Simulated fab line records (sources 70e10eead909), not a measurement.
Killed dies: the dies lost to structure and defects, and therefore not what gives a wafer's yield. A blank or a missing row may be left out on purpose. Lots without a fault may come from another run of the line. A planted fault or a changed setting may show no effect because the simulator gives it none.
Which of the tools did it? ; flow nandHarc ; 6 lots, 18 wafers sampled, at 2 steps of a route of 1302

WHAT EACH GAUGE READ, for each wafer
NHARC_A_CONTACT_CD_MEAS_80.
lot;measured;on;cdNm (nm)
L757;day 23 02:20;cdSem-01;289.5 289.9 289.5
L762;day 24 21:07;cdSem-03;288.4 288.4 288.1
L766;day 27 03:34;cdSem-03;290.6 290.1 290.5
L767;day 28 07:50;cdSem-03;289.6 289.1 289.9
L774;day 30 13:06;cdSem-03;289.3 289.6 289.7
L777;day 31 21:13;cdSem-01;289.5 289.0 288.8

EACH LOT AND THE TOOL THAT RAN IT (in order: tool; ch and the chambers of the sampled wafers; start)
lot;NHARC_A_CONTACT_ETCH_131
L757;harCapEtch-03 ch 0,1, day 23 00:59
L762;harCapEtch-03 ch 0,1, day 24 19:46
L766;harCapEtch-02 ch 0,1, day 27 02:16
L767;harCapEtch-03 ch 0,1, day 28 06:27
L774;harCapEtch-01 ch 0,1, day 30 11:44
L777;harCapEtch-01 ch 0,1, day 31 19:55
- NHARC_A_CONTACT_ETCH_131: etches the open film in C4F8/O2/Ar, time 197 s, target depth 1918 nm.

THE ANSWER, worked out from the rows above alone
Rule: the lots themselves supply what counts as usual. The widest of any qualifying gaps counts: lots, ordered by their means at a reading, are off when they make up no more than a third of the lots, leave a main group of 4 or more, and stand apart from it by 3 or more times the standard deviation of that group's means. A main group whose means are all the same, to the digits that the tables above print for the reading, isn't used. Also off: a lot with no number at a reading for which 4 or more lots have one. The other lots that the step has rows for count as sound.
No lot is off on any of the readings shown, so nothing can be concluded from this.

WHAT WAS PUT IN BY THE SIMULATOR
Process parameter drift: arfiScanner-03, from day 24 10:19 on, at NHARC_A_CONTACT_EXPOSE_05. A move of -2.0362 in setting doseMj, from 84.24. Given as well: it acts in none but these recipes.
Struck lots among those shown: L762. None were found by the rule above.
